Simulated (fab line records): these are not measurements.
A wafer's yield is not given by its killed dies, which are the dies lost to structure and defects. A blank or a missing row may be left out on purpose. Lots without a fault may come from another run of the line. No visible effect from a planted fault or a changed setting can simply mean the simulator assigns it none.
Which tool is to blame? || flow nand_harc || at 1 step of a route of 1159, 6 lots with 17 wafers sampled

WHAT THE GAUGES SHOWED, per wafer
NHARC_A_ONON_D1_THK_MEAS_21: measures by ellipsometry.
{"lot": "L792", "measured": "day 8 12:27", "on": "film_metro-01", "thk_nm (nm)": "1007 1007 1006"}
{"lot": "L800", "measured": "day 10 05:47", "on": "film_metro-02", "thk_nm (nm)": "995 994"}
{"lot": "L804", "measured": "day 11 09:19", "on": "film_metro-02", "thk_nm (nm)": "988 990 987"}
{"lot": "L809", "measured": "day 12 08:25", "on": "film_metro-01", "thk_nm (nm)": "988 988 989"}
{"lot": "L812", "measured": "day 13 06:25", "on": "film_metro-02", "thk_nm (nm)": "998 999 998"}
{"lot": "L814", "measured": "day 13 15:35", "on": "film_metro-02", "thk_nm (nm)": "1016 1016 1016"}

TOOL THAT RAN EACH LOT (tool first, then ch and the chambers of the sampled wafers, then the start)
The record holds no process step before these readings.

THE ANSWER, worked out from the rows above alone
Rule: the lots themselves supply what counts as usual. Put in order of their means at a reading, lots are off if they are a third of the lots or fewer, leave a main group of 4 or more, and stand apart from it by a gap of 3 or more times the standard deviation of the main group's means; of several such gaps the widest counts. A main group is skipped when, at the precision printed for the reading in the tables above, its means are all equal. A lot without any number at a reading at which 4 lots or more have one is off too. Where the step has rows for the other lots, those lots are counted as sound.
None of the lots is off at any reading shown; this tells nothing.

WHAT WAS PUT IN BY THE SIMULATOR
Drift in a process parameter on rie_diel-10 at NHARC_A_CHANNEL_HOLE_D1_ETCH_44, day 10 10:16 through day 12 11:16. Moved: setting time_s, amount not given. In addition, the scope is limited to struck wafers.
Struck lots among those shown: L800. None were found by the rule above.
